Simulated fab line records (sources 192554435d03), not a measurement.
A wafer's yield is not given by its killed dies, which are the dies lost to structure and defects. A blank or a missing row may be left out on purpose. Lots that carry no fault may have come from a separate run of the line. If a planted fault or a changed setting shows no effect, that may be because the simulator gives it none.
fab line records | flow n5Finfet
record lots=10 | wafers=30 | lastDay=17
route steps=1938 shown BEOL_M4@1111 BEOL_M9@1456 BEOL_M10@1471 PASSIVATION@1936
lots that met no fault: taken from a fault-free run of the same line
startH: hours from the record's opening day to when the first of the lot's shown wafers began | waitH: hours since the lot's step before | " unchanged from the row above | L1.1+2: one row covering several wafers at once | - no value, or no start given | * or withheld: withheld | < > ~ a bound
route shown NAME@n: names a module that has steps shown in the file, with the first one's number in the route | usual: average and standard deviation across the fault-free wafers | same: alike in all rows | chamber/n: place in a boat | sites: the reading at each site | _std_site: standard deviation across them | _edge_site: inner sites' mean taken away from outer sites' mean | radiusMm: for every site, how far away it sits from the centre of the wafer | mask NAME#n: copy n | behind: the tool/chamber that last shaped the wafer | hold: the reason the lot was held/the length of the hold in hours/how it ended | device: which transistor (n, p or np) failed to switch | end of line: tests of these same wafers at the route's end | where a step has no rows: the recipe by itself | killed: at the first sort, the dies lost to defects and structure; wafer yield is something else | map: shows each die of a wafer: x if killed, . if not, _ if none is there
set.NAME: the setting as run; set.NAME@STEP: as run at that earlier step | model.NAME: the simulator's own value behind a step, which no gauge read
a sample of lots followed through the steps of the route, with each step as a table and each wafer as a row
services: from which hour (startH, from the record's first day; less than 0 if before it) a tool's chamber was out of use, for how many hours, and why
## steps
# step N5_BEOL_M4_RC_MEAS_101
# usual DIBL_N=36.4/2 | DIBL_P=36.1/2.5 | IOFF_N=0.16/0.037 | IOFF_P=0.20/0.038 | ION_N=670/13 | ION_P=459/8.3 | SS_N=71.6/0.69 | SS_P=73.3/0.72 | VT_N=250/3.4 | VT_P=-251/3.1
lot.wafer | tool      | chamber | startH | waitH | DIBL_N[mV/V] | DIBL_P[mV/V] | IOFF_N[nA/um] | IOFF_P[nA/um] | ION_N[uA/um] | ION_P[uA/um] | SS_N[mV/dec] | SS_P[mV/dec] | VT_N[mV] | VT_P[mV]
L474.2    | prober-02 | 0       | 177.38 | 0.2   | 39.1         | 41.0         | 0.19          | 0.25          | 673          | 457          | 72.4         | 73.9         | 251      | -250
L474.5    | "         | 0       | "      | "     | 42.8         | 44.9         | 0.27          | 0.32          | 691          | 466          | 72.8         | 75.0         | 246      | -248
L474.6    | "         | 0       | "      | "     | 39.8         | 39.7         | 0.20          | 0.21          | 665          | 449          | 72.5         | 73.8         | 248      | -252
L477.3    | prober-01 | 0       | 190.24 | 0.3   | 34.4         | 35.5         | 0.13          | 0.21          | 640          | 448          | 71.0         | 73.1         | 254      | -250
L477.4    | "         | 0       | "      | "     | 32.4         | 31.9         | 0.10          | 0.16          | 650          | 450          | 69.9         | 72.2         | 256      | -253
L477.6    | "         | 0       | "      | "     | 35.2         | 36.7         | 0.15          | 0.22          | 673          | 462          | 70.7         | 72.9         | 248      | -248
L478.1    | prober-01 | 0       | 195.74 | 0.0   | 34.9         | 34.7         | 0.13          | 0.16          | 665          | 454          | 70.6         | 72.8         | 255      | -254
L478.4    | "         | 0       | "      | "     | 39.3         | 39.6         | 0.22          | 0.25          | 680          | 461          | 72.3         | 73.9         | 249      | -249
L478.6    | "         | 0       | "      | "     | 35.5         | 34.9         | 0.14          | 0.16          | 663          | 449          | 71.7         | 73.0         | 251      | -255
L480.2    | prober-01 | 0       | 200.82 | 0.2   | 39.1         | 39.1         | 0.22          | 0.26          | 677          | 466          | 72.4         | 74.1         | 244      | -248
L480.4    | "         | 0       | "      | "     | 37.8         | 37.3         | 0.18          | 0.23          | 688          | 466          | 71.4         | 74.0         | 250      | -249
L480.6    | "         | 0       | "      | "     | 33.6         | 33.6         | 0.12          | 0.18          | 665          | 458          | 70.8         | 73.1         | 250      | -251
L485.2    | prober-01 | 0       | 236.05 | 0.2   | 37.7         | 36.5         | 0.17          | 0.21          | 657          | 454          | 72.8         | 74.1         | 248      | -252
L485.4    | "         | 0       | "      | "     | 36.1         | 35.0         | 0.15          | 0.20          | 664          | 457          | 71.1         | 73.9         | 248      | -251
L485.6    | "         | 0       | "      | "     | 38.8         | 37.2         | 0.21          | 0.25          | 681          | 464          | 72.5         | 74.4         | 245      | -251
L487.1    | prober-01 | 0       | 243.89 | 0.0   | 36.4         | 34.2         | 0.14          | 0.20          | 664          | 454          | 70.9         | 73.3         | 250      | -251
L487.2    | "         | 0       | "      | "     | 39.1         | 36.0         | 0.18          | 0.22          | 668          | 456          | 71.5         | 73.7         | 246      | -249
L487.3    | "         | 0       | "      | "     | 36.8         | 34.2         | 0.14          | 0.22          | 670          | 467          | 71.6         | 73.4         | 252      | -248
L488.1    | prober-02 | 0       | 250.97 | 0.0   | 39.1         | 39.9         | 0.23          | 0.28          | 689          | 468          | 72.3         | 74.1         | 244      | -245
L488.3    | "         | 0       | "      | "     | 34.5         | 33.9         | 0.13          | 0.17          | 662          | 451          | 71.2         | 72.6         | 250      | -253
L488.4    | "         | 0       | "      | "     | 38.9         | 38.1         | 0.21          | 0.23          | 670          | 459          | 72.5         | 73.4         | 247      | -250
L490.3    | prober-02 | 0       | 271.31 | 0.3   | 37.8         | 36.1         | 0.15          | 0.22          | 676          | 467          | 72.1         | 73.2         | 249      | -249
L490.4    | "         | 0       | "      | "     | 38.4         | 36.1         | 0.17          | 0.22          | 679          | 465          | 72.0         | 73.1         | 250      | -248
L490.6    | "         | 0       | "      | "     | 37.0         | 35.6         | 0.15          | 0.22          | 685          | 476          | 71.7         | 73.2         | 249      | -250
L493.1    | prober-02 | 0       | 297.49 | 0.0   | 35.5         | 35.2         | 0.15          | 0.21          | 669          | 460          | 72.0         | 72.5         | 250      | -250
L493.2    | "         | 0       | "      | "     | 34.2         | 34.1         | 0.12          | 0.18          | 669          | 459          | 71.5         | 72.3         | 255      | -251
L493.3    | "         | 0       | "      | "     | 37.4         | 36.8         | 0.19          | 0.22          | 668          | 456          | 73.1         | 73.3         | 247      | -249
L494.3    | prober-02 | 0       | 300.32 | 0.3   | 35.4         | 36.3         | 0.14          | 0.18          | 678          | 464          | 70.8         | 73.9         | 252      | -254
L494.5    | "         | 0       | "      | "     | 37.1         | 36.9         | 0.15          | 0.18          | 657          | 441          | 71.9         | 73.3         | 253      | -256
L494.6    | "         | 0       | "      | "     | 35.8         | 36.5         | 0.14          | 0.18          | 663          | 458          | 71.3         | 73.5         | 250      | -256
# step N5_BEOL_M9_DEGAS_44
# recipe ambient=vacuum | tempC=250 | timeS=60
# usual heaterPowerW=339/26 | susceptorTempC=249.99/0.18
lot.wafer | tool          | chamber | startH | waitH | heaterPowerW | susceptorTempC
L474.2    | pvdSputter-02 | -       | 215.57 | 0.4   | 335          | 250.21
L474.5    | "             | -       | "      | "     | 363          | 249.92
L474.6    | "             | -       | "      | "     | 333          | 250.14
L477.3    | pvdSputter-02 | -       | 231.90 | 0.5   | 379          | 249.78
L477.4    | "             | -       | "      | "     | 329          | 249.81
L477.6    | "             | -       | "      | "     | 339          | 249.75
L478.1    | pvdSputter-03 | -       | 238.78 | 0.4   | 352          | 249.80
L478.4    | "             | -       | "      | "     | 347          | 249.75
L478.6    | "             | -       | "      | "     | 355          | 250.05
L480.2    | pvdSputter-03 | -       | 240.56 | 0.2   | 352          | 249.65
L480.4    | "             | -       | "      | "     | 341          | 249.99
L480.6    | "             | -       | "      | "     | 292          | 250.02
L485.2    | pvdSputter-02 | -       | 278.84 | 0.2   | 346          | 250.13
L485.4    | "             | -       | "      | "     | 336          | 250.07
L485.6    | "             | -       | "      | "     | 374          | 250.12
L487.1    | pvdSputter-02 | -       | 285.90 | 0.4   | 332          | 250.16
L487.2    | "             | -       | "      | "     | 332          | 249.76
L487.3    | "             | -       | "      | "     | 372          | 250.07
L488.1    | pvdSputter-03 | -       | 296.45 | 0.3   | 351          | 249.93
L488.3    | "             | -       | "      | "     | 353          | 249.72
L488.4    | "             | -       | "      | "     | 352          | 250.03
L490.3    | pvdSputter-03 | -       | 313.67 | 0.3   | 353          | 249.86
L490.4    | "             | -       | "      | "     | 304          | 249.88
L490.6    | "             | -       | "      | "     | 346          | 250.03
L493.1    | pvdSputter-01 | -       | 342.91 | 0.6   | 315          | 249.85
L493.2    | "             | -       | "      | "     | 242          | 249.65
L493.3    | "             | -       | "      | "     | 308          | 250.03
L494.3    | pvdSputter-01 | -       | 349.40 | 0.2   | 311          | 249.63
L494.5    | "             | -       | "      | "     | 310          | 249.97
L494.6    | "             | -       | "      | "     | 316          | 250.25
# step N5_BEOL_M9_ECD_50
# recipe material=Cu | targetThkA=3180
lot.wafer  | tool     | chamber | startH | waitH
L474.2+5+6 | ecdCu-01 | 0,1,0   | 216.34 | 0.1
L477.3+4+6 | ecdCu-02 | 0,1,1   | 232.76 | 0.1
L478.1+4+6 | ecdCu-02 | 1,1,0   | 239.52 | 0.1
L480.2+4+6 | ecdCu-01 | 0,1,1   | 241.28 | 0.1
L485.2+4+6 | ecdCu-01 | 0,0,1   | 279.95 | 0.1
L487.1+2+3 | ecdCu-02 | 1,0,0   | 286.82 | 0.1
L488.1+3+4 | ecdCu-02 | 0,1,0   | 297.20 | 0.1
L490.3+4+6 | ecdCu-01 | 1,0,1   | 314.61 | 0.1
L493.1+2+3 | ecdCu-01 | 1,0,0   | 348.37 | 0.1
L494.3+5+6 | ecdCu-01 | 1,1,0   | 350.42 | 0.1
# step N5_BEOL_M9_ANNEAL_51
# recipe tempC=225 | timeS=90 | ambient=N2
# usual wafer_temp_C_max=226.08/0.25
lot.wafer | tool         | chamber | startH | waitH | wafer_temp_C_max
L474.2    | rtpAnneal-01 | 0       | 216.49 | 0.1   | 225.77
L474.5    | "            | 0       | "      | "     | 226.00
L474.6    | "            | 0       | "      | "     | 225.89
L477.3    | rtpAnneal-01 | 0       | 233.10 | 0.3   | 226.15
L477.4    | "            | 0       | "      | "     | 225.74
L477.6    | "            | 0       | "      | "     | 225.80
L478.1    | rtpAnneal-02 | 0       | 239.65 | 0.1   | 226.76
L478.4    | "            | 0       | "      | "     | 226.45
L478.6    | "            | 0       | "      | "     | 226.10
L480.2    | rtpAnneal-02 | 0       | 242.56 | 1.2   | 225.90
L480.4    | "            | 0       | "      | "     | 226.10
L480.6    | "            | 0       | "      | "     | 226.28
L485.2    | rtpAnneal-01 | 0       | 281.38 | 1.4   | 226.25
L485.4    | "            | 0       | "      | "     | 225.99
L485.6    | "            | 0       | "      | "     | 226.58
L487.1    | rtpAnneal-02 | 0       | 287.79 | 0.9   | 226.12
L487.2    | "            | 0       | "      | "     | 226.14
L487.3    | "            | 0       | "      | "     | 226.30
L488.1    | rtpAnneal-02 | 0       | 297.31 | 0.1   | 225.86
L488.3    | "            | 0       | "      | "     | 225.86
L488.4    | "            | 0       | "      | "     | 225.82
L490.3    | rtpAnneal-02 | 0       | 314.95 | 0.3   | 225.68
L490.4    | "            | 0       | "      | "     | 225.97
L490.6    | "            | 0       | "      | "     | 225.69
L493.1    | rtpAnneal-02 | 0       | 348.48 | 0.1   | 226.59
L493.2    | "            | 0       | "      | "     | 226.00
L493.3    | "            | 0       | "      | "     | 226.21
L494.3    | rtpAnneal-01 | 0       | 350.72 | 0.3   | 225.73
L494.5    | "            | 0       | "      | "     | 225.90
L494.6    | "            | 0       | "      | "     | 226.25
# step N5_BEOL_M9_CMP_52
# recipe stopOn=SiCOH_lowk | tOverpolishS=7 | downForcePsi=1 | platenRpm=50 | clearingPlatenDownForcePsi=1.5 | clearingPlatenRpm=50 | postCmpClean=cuAlkaline | targetThkNm=140 | clearingPlatenPadVelocityMS=0.99484 | padVelocityMS=0.99484
# usual motorCurrentA=6.0/0.73 | timeToEndpointS=65/4.2
lot.wafer | tool   | chamber | startH | waitH | motorCurrentA | timeToEndpointS
L474.2    | cmp-01 | 2       | 216.83 | 0.3   | 5.6           | 64
L474.6    | "      | 0       | "      | "     | 6.9           | 72
L474.5    | "      | 1       | "      | "     | 5.1           | 59
L477.4    | cmp-04 | 0       | 233.31 | 0.1   | 6.6           | 62
L477.3    | "      | 3       | "      | "     | 5.9           | 54
L477.6    | "      | 0       | "      | "     | 6.5           | 65
L478.1    | cmp-02 | 1       | 239.95 | 0.3   | 7.0           | 2
L478.4    | "      | 3       | "      | "     | 6.4           | 1
L478.6    | "      | 2       | "      | "     | 4.9           | 0
L480.4    | cmp-02 | 1       | 242.82 | 0.1   | 7.0           | 8
L480.2    | "      | 3       | "      | "     | 6.2           | 4
L480.6    | "      | 1       | "      | "     | 6.9           | 3
L485.2    | cmp-02 | 1       | 281.86 | 0.4   | 7.1           | 68
L485.4    | "      | 3       | "      | "     | 6.3           | 61
L485.6    | "      | 2       | "      | "     | 4.9           | 65
L487.1    | cmp-02 | 1       | 288.08 | 0.3   | 6.9           | 68
L487.2    | "      | 2       | "      | "     | 4.6           | 62
L487.3    | "      | 0       | "      | "     | 5.5           | 66
L488.1    | cmp-04 | 0       | 297.61 | 0.3   | 6.6           | 67
L488.3    | "      | 2       | "      | "     | 5.7           | 67
L488.4    | "      | 3       | "      | "     | 6.0           | 55
L490.3    | cmp-02 | 0       | 315.16 | 0.2   | 5.5           | 66
L490.4    | "      | 3       | "      | "     | 6.5           | 61
L490.6    | "      | 1       | "      | "     | 7.2           | 67
L493.1    | cmp-01 | 0       | 348.78 | 0.3   | 6.8           | 73
L493.2    | "      | 1       | "      | "     | 4.9           | 59
L493.3    | "      | 2       | "      | "     | 5.3           | 62
L494.3    | cmp-04 | 2       | 350.96 | 0.2   | 5.9           | 69
L494.5    | "      | 1       | "      | "     | 5.9           | 65
L494.6    | "      | 2       | "      | "     | 6.1           | 68
# step N5_BEOL_M10_CURE_71
# recipe tempC=385 | timeS=240 | ambient=He/Ar | material=SiCOH_lowk
# usual lampPowerPct=52.31/0.054 | wafer_temp_C_max=386.7/0.55
lot.wafer | tool      | chamber | startH | waitH | lampPowerPct | wafer_temp_C_max
L474.2    | uvCure-02 | 0       | 217.44 | 0.1   | 52.30        | 386.4
L474.5    | "         | 0       | "      | "     | 52.34        | 387.3
L474.6    | "         | 0       | "      | "     | 52.26        | 387.0
L477.3    | uvCure-01 | 2       | 234.04 | 0.2   | 52.27        | 386.3
L477.4    | "         | 2       | "      | "     | 52.34        | 386.7
L477.6    | "         | 2       | "      | "     | 52.40        | 385.9
L485.2    | uvCure-02 | 1       | 282.51 | 0.1   | 52.38        | 386.2
L485.4    | "         | 1       | "      | "     | 52.33        | 386.2
L485.6    | "         | 1       | "      | "     | 52.23        | 385.9
L487.1    | uvCure-03 | 0       | 288.69 | 0.0   | 52.15        | 386.3
L487.2    | "         | 0       | "      | "     | 52.35        | 385.9
L487.3    | "         | 0       | "      | "     | 52.31        | 385.8
L488.1    | uvCure-03 | 2       | 298.35 | 0.2   | 52.39        | 387.3
L488.3    | "         | 2       | "      | "     | 52.31        | 386.5
L488.4    | "         | 2       | "      | "     | 52.23        | 386.5
L490.3    | uvCure-01 | 2       | 315.89 | 0.2   | 52.36        | 386.9
L490.4    | "         | 2       | "      | "     | 52.24        | 386.5
L490.6    | "         | 2       | "      | "     | 52.37        | 386.6
L493.1    | uvCure-01 | 0       | 349.36 | 0.1   | 52.41        | 385.9
L493.2    | "         | 0       | "      | "     | 52.31        | 386.4
L493.3    | "         | 0       | "      | "     | 52.36        | 386.1
L494.3    | uvCure-01 | 1       | 352.07 | 0.6   | 52.35        | 386.5
L494.5    | "         | 1       | "      | "     | 52.30        | 386.3
L494.6    | "         | 1       | "      | "     | 52.30        | 386.5
# step N5_PASSIVATION_PROBE_49
# usual defectLimitedYield=91.2/1.6 | killed_at_M0_to_M3=34/11 | killed_at_M4_up=13/5.2 | killedAtContacts=13/6.3 | killedAtFrontEnd=40/14 | killedAtOther=3.2/2.4 | killedDies=104/19 | killedOnRim=14/4.2 | killedOpen=69/14 | killedShort=32/7.5 | sort_bin_4_leakage=0.00/0.04 | sort_bin_5_function=5.3/1.1 | sort_bin_6_memory=3.2/0.73 | sort_bin_8_speed=0.01/0.038 | sortNPass=1076/19 | sortYieldPct=91.2/1.6
# same grossDies=1180 | killedAtBackSide=0
lot.wafer | tool      | chamber | startH | waitH | defectLimitedYield[%] | killed_at_M0_to_M3 | killed_at_M4_up | killedAtContacts | killedAtFrontEnd | killedAtOther | killedDies | killedOnRim | killedOpen | killedShort | sort_bin_4_leakage[%] | sort_bin_5_function[%] | sort_bin_6_memory[%] | sort_bin_8_speed[%] | sortNPass | sortYieldPct[%]
L478.1    | prober-02 | -       | 292.63 | 0.0   | 0                     | 38                 | 1076            | 9                | 49               | 8             | 1180       | 152         | 74         | 36          | 0                     | 96.3                   | 3.3                  | 0                   | 0         | 0
L478.4    | prober-02 | -       | 292.78 | 0.2   | 0                     | 30                 | 1086            | 6                | 56               | 2             | 1180       | 152         | 75         | 28          | 0                     | 96.7                   | 2.8                  | 0                   | 0         | 0
L478.6    | prober-02 | -       | 292.88 | 0.3   | 0                     | 29                 | 1101            | 2                | 47               | 1             | 1180       | 152         | 69         | 23          | 0                     | 96.3                   | 3.5                  | 0                   | 0         | 0
L485.2    | prober-02 | -       | 335.71 | 0.1   | 90.3                  | 29                 | 23              | 6                | 53               | 4             | 115        | 11          | 80         | 35          | 0                     | 5.6                    | 3.6                  | 0                   | 1065      | 90.3
L485.4    | prober-02 | -       | 335.81 | 0.2   | 90.5                  | 33                 | 15              | 22               | 37               | 5             | 112        | 15          | 76         | 35          | 0                     | 6.5                    | 2.4                  | 0                   | 1068      | 90.5
L485.6    | prober-02 | -       | 335.91 | 0.3   | 90.8                  | 26                 | 20              | 12               | 47               | 4             | 109        | 12          | 78         | 27          | 0                     | 5.6                    | 3.6                  | 0                   | 1071      | 90.8
L487.2    | prober-02 | -       | 347.45 | 0.1   | 86.9                  | 49                 | 5               | 7                | 88               | 5             | 154        | 26          | 99         | 53          | 0                     | 7.8                    | 5.1                  | 0                   | 1026      | 86.9
L487.3    | prober-02 | -       | 347.50 | 0.1   | 89.2                  | 62                 | 12              | 3                | 44               | 6             | 127        | 13          | 80         | 42          | 0                     | 6.1                    | 4.0                  | 0                   | 1053      | 89.2
L488.1    | prober-02 | -       | 364.49 | 0.0   | 89.2                  | 60                 | 16              | 16               | 32               | 4             | 128        | 16          | 89         | 37          | 0                     | 6.1                    | 4.5                  | 0                   | 1052      | 89.2
L488.3    | prober-02 | -       | 364.59 | 0.1   | 89.3                  | 49                 | 13              | 14               | 47               | 3             | 126        | 14          | 83         | 38          | 0                     | 5.8                    | 4.3                  | 0                   | 1054      | 89.3
L488.4    | prober-02 | -       | 364.64 | 0.2   | 90.8                  | 44                 | 12              | 18               | 31               | 4             | 109        | 15          | 65         | 43          | 0                     | 5.6                    | 3.3                  | 0                   | 1071      | 90.8
L490.3    | prober-01 | -       | 369.46 | 0.1   | 91.4                  | 28                 | 17              | 16               | 39               | 2             | 102        | 16          | 62         | 37          | 0                     | 5.3                    | 3.1                  | 0                   | 1078      | 91.4
L490.4    | prober-01 | -       | 369.51 | 0.2   | 91.4                  | 40                 | 23              | 15               | 24               | 0             | 102        | 20          | 67         | 29          | 0                     | 5.0                    | 3.1                  | 0                   | 1078      | 91.4
L490.6    | prober-01 | -       | 369.61 | 0.3   | 90.9                  | 39                 | 15              | 16               | 32               | 5             | 107        | 12          | 61         | 40          | 0                     | 5.2                    | 3.5                  | 0                   | 1073      | 90.9
# killed by level:class
L478.1 BEOL_M9:areaEcd=1069 FIN_SAQP:geometricParticle:open=17 BEOL_M1:geometricParticle:open=9 BEOL_M3:geometricParticle:open=8 FIN_SAQP:geometricParticle:short=7 MOL_CONTACT_COAG:geometricParticle:open=6 STI_FIN_REVEAL:geometricParticle:open=5 BEOL_M0_SAQP:geometricParticle:short=5
L478.4 BEOL_M9:areaEcd=1077 FIN_SAQP:geometricParticle:open=13 FIN_SAQP:geometricParticle:short=10 STI_FIN_REVEAL:geometricParticle:open=9 BEOL_M1:geometricParticle:open=9 BEOL_M3:geometricParticle:open=7 BEOL_M0_SAQP:geometricParticle:open=7 MOL_CONTACT_COAG:geometricParticle:open=4
L478.6 BEOL_M9:areaEcd=1081 STI_FIN_REVEAL:geometricParticle:open=12 BEOL_M3:geometricParticle:open=10 FIN_SAQP:geometricParticle:open=9 FIN_SAQP:geometricParticle:short=7 STARTING-WAFER:geometricParticle:open=7 BEOL_M1:geometricParticle:open=6 BEOL_M2:geometricParticle:open=5
L485.2 STI_FIN_REVEAL:geometricParticle:open=15 FIN_SAQP:geometricParticle:open=11 BEOL_M2:geometricParticle:open=7 BEOL_M4:geometricParticle:open=7 FIN_SAQP:geometricParticle:short=6 MOL_CONTACT_COAG:geometricParticle:open=6 BEOL_M0_SAQP:geometricParticle:short=6 BEOL_M0_SAQP:geometricParticle:open=6
L485.4 MOL_CONTACT_COAG:geometricParticle:open=18 BEOL_M0_SAQP:geometricParticle:open=15 BEOL_M4:geometricParticle:open=8 FIN_SAQP:geometricParticle:short=7 STI_FIN_REVEAL:geometricParticle:open=7 BEOL_M0_SAQP:geometricParticle:short=7 FIN_SAQP:geometricParticle:open=4 STI_FIN_REVEAL:geometricParticle:short=4
L485.6 STI_FIN_REVEAL:geometricParticle:open=12 BEOL_M4:geometricParticle:open=12 BEOL_M0_SAQP:geometricParticle:open=11 FIN_SAQP:geometricParticle:open=10 DUMMY_GATE:geometricParticle:open=9 MOL_CONTACT_COAG:geometricParticle:open=7 BEOL_M0_SAQP:geometricParticle:short=7 MOL_CONTACT_COAG:geometricParticle:short=5
L487.2 STI_FIN_REVEAL:geometricParticle:open=31 FIN_SAQP:geometricParticle:open=15 FIN_SAQP:geometricParticle:short=14 BEOL_M0_SAQP:geometricParticle:open=13 BEOL_M0_SAQP:geometricParticle:short=13 BEOL_M2:geometricParticle:open=10 STI_FIN_REVEAL:geometricParticle:short=7 BEOL_M1:geometricParticle:open=6
L487.3 BEOL_M0_SAQP:geometricParticle:short=21 BEOL_M0_SAQP:geometricParticle:open=19 FIN_SAQP:geometricParticle:open=10 STI_FIN_REVEAL:geometricParticle:open=10 BEOL_M4:geometricParticle:open=9 BEOL_M2:geometricParticle:open=8 FIN_SAQP:geometricParticle:short=5 BEOL_M1:geometricParticle:open=4
L488.1 MOL_CONTACT_COAG:geometricParticle:open=14 BEOL_M0_SAQP:geometricParticle:open=12 BEOL_M1:geometricParticle:open=10 BEOL_M2:geometricParticle:open=10 BEOL_M0_SAQP:geometricParticle:short=9 BEOL_M3:geometricParticle:open=9 FIN_SAQP:geometricParticle:open=7 BEOL_M4:geometricParticle:open=7
L488.3 BEOL_M2:geometricParticle:open=14 STI_FIN_REVEAL:geometricParticle:open=12 MOL_CONTACT_COAG:geometricParticle:open=9 BEOL_M0_SAQP:geometricParticle:open=9 FIN_SAQP:geometricParticle:open=8 BEOL_M1:geometricParticle:open=7 FIN_SAQP:geometricParticle:short=6 BEOL_M5:geometricParticle:open=6
L488.4 FIN_SAQP:geometricParticle:short=15 MOL_CONTACT_COAG:geometricParticle:open=14 BEOL_M0_SAQP:geometricParticle:short=13 BEOL_M1:geometricParticle:open=6 BEOL_M2:geometricParticle:open=6 FIN_SAQP:geometricParticle:open=5 BEOL_M3:geometricParticle:open=5 BEOL_M0_SAQP:geometricParticle:open=5
L490.3 MOL_CONTACT_COAG:geometricParticle:open=12 BEOL_M4:geometricParticle:open=8 FIN_SAQP:geometricParticle:short=7 GATE_CUT:geometricParticle:short=7 DUMMY_GATE:geometricParticle:open=6 BEOL_M1:geometricParticle:open=6 BEOL_M5:geometricParticle:open=6 STI_FIN_REVEAL:geometricParticle:open=5
L490.4 BEOL_M2:geometricParticle:open=12 BEOL_M4:geometricParticle:open=11 MOL_CONTACT_COAG:geometricParticle:short=8 BEOL_M3:geometricParticle:open=8 FIN_SAQP:geometricParticle:open=6 MOL_CONTACT_COAG:geometricParticle:open=5 BEOL_M0_SAQP:geometricParticle:open=5 FIN_SAQP:geometricParticle:short=4
L490.6 MOL_CONTACT_COAG:geometricParticle:open=10 STI_FIN_REVEAL:geometricParticle:open=10 BEOL_M0_SAQP:geometricParticle:open=9 BEOL_M0_SAQP:geometricParticle:short=9 BEOL_M2:geometricParticle:short=8 MOL_CONTACT_COAG:geometricParticle:short=6 BEOL_M2:geometricParticle:open=6 GATE_CUT:geometricParticle:short=4
## services
tool         | chamber | startH | hours | kind
uvCure-01    | -       | 201.01 | 7.5   | pm
cmp-04       | -       | 206.44 | 1.8   | repair
uvCure-03    | -       | 217.24 | 7.5   | pm
uvCure-02    | -       | 241.18 | 2.8   | pm
uvCure-01    | -       | 241.66 | 2.1   | pm
cmp-04       | -       | 243.09 | 7.8   | pm
cmp-01       | -       | 249.27 | 0.4   | repair
cmp-04       | -       | 254.72 | 11.9  | pm
uvCure-01    | -       | 261.58 | 15.1  | repair
cmp-01       | -       | 267.77 | 4.0   | pm
cmp-01       | -       | 271.77 | -     | consumableReplace:conditioner
cmp-01       | -       | 271.77 | -     | consumableReplace:pad
cmp-02       | -       | 271.79 | 4.5   | repair
uvCure-01    | -       | 296.75 | 2.6   | repair
cmp-04       | -       | 301.98 | 4.0   | pm
cmp-04       | -       | 305.98 | -     | consumableReplace:conditioner
cmp-04       | -       | 305.98 | -     | consumableReplace:pad
ecdCu-01     | -       | 313.11 | 0.9   | repair
uvCure-03    | -       | 319.69 | 1.0   | pm
uvCure-02    | -       | 320.20 | 7.5   | pm
cmp-01       | -       | 324.78 | 0.4   | repair
rtpAnneal-01 | -       | 342.45 | 5.1   | pm
uvCure-03    | -       | 346.53 | 6.0   | pm
## key
firstSign step=N5_BEOL_M9_CMP_52 | reading=timeToEndpointS | direction=down | sigmas=15 | usual=* | struck=*
effect step=N5_PASSIVATION_PROBE_49 | reading=killed_at_M4_up | direction=up | sigmas=99+ | usual=13 | struck=1088
moreKillsBornAt N5_BEOL_M9_ECD_50@ecdCu-02=3227
metAt N5_BEOL_M9_ECD_50
struckLots L478,L480
rowsEnd L480.2,L480.4,L480.6
laterRowsLeftOut L478.1,L478.4,L478.6
notActingAt N5_BEOL_M9_DEGAS_44,N5_BEOL_M9_ANNEAL_51,N5_BEOL_M10_CURE_71
onsetBetween 232.76 239.52
fault kind=skippedStepWhole | tool=ecdCu-01,ecdCu-02 | chamber=- | onsetH=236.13 | steps=N5_BEOL_M9_ECD_50 | scope=struckLotsOnly
# laterRowsLeftOut: the simulator's readings of these wafers behind a module that went badly wrong aren't trusted and aren't shown, but for the sort
# rowsEnd: these wafers met a further fault down the route, and their rows from its step on are left out
